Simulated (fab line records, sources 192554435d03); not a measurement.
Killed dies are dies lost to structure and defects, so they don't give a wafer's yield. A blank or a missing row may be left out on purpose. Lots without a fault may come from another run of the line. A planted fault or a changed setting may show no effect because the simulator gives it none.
Chamber matching | flow n5_finfet | N5_BEOL_M2_PECVD_72 on pecvd-03: 3 sister chambers
The step deposits SiO2 from TEOS/O2, target thk 16 nm, time 18 s. 6 wafers are shown with their chamber, then 11 later ones without.

WAFERS WITH THEIR CHAMBER
wafer  | chamber | throttle_valve_pct (%) | heater_power_w (W)
L083.2 | 2       | 23.1                   | 695
L089.4 | 1       | 24.3                   | 870
L090.1 | 0       | 21.9                   | 824
L090.2 | 2       | 20.1                   | 742
L090.3 | 1       | 24.0                   | 865
L092.1 | 0       | 21.8                   | 766

WAFERS WITHOUT THEIR CHAMBER
wafer  | throttle_valve_pct (%) | heater_power_w (W)
L092.2 | 24.0                   | 872
L092.3 | 20.5                   | 614
L091.1 | 20.3                   | 650
L091.4 | 21.9                   | 736
L091.6 | 24.1                   | 765
L094.1 | 20.3                   | 666
L094.4 | 24.2                   | 835
L094.6 | 21.8                   | 793
L095.2 | 21.9                   | 819
L095.3 | 20.4                   | 659
L095.6 | 21.8                   | 803

WHICH CHAMBER EACH WENT THROUGH
wafer  | from the rows above          | in truth
L092.2 | 1                            | 1
L092.3 | 2                            | 2
L091.1 | 2                            | 2
L091.4 | can't be placed: 2 or 0      | 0
L091.6 | can't be placed: 0 or 2 or 1 | 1
L094.1 | 2                            | 2
L094.4 | can't be placed: 1 or 0      | 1
L094.6 | 0                            | 0
L095.2 | can't be placed: 0 or 1      | 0
L095.3 | 2                            | 2
L095.6 | 0                            | 0
Placed correctly: 7 of 11. Can't be placed from these rows: 4 (the true chamber is among the candidates in 4). Placed wrongly: 0.
How it was worked out, from the rows above alone: a wafer's distance from a chamber is the root of the sum, over the readings, of the square of ((its reading less the chamber's mean) divided by the reading's scatter). The wafer belongs to the nearest chamber; if the next one is less than 2 further off, it can't be placed. A chamber's mean is the mean of its shown wafers. The scatter: the root of (the sum of the squares of (reading less its chamber's mean) over the shown wafers, divided by (wafers less chambers)).
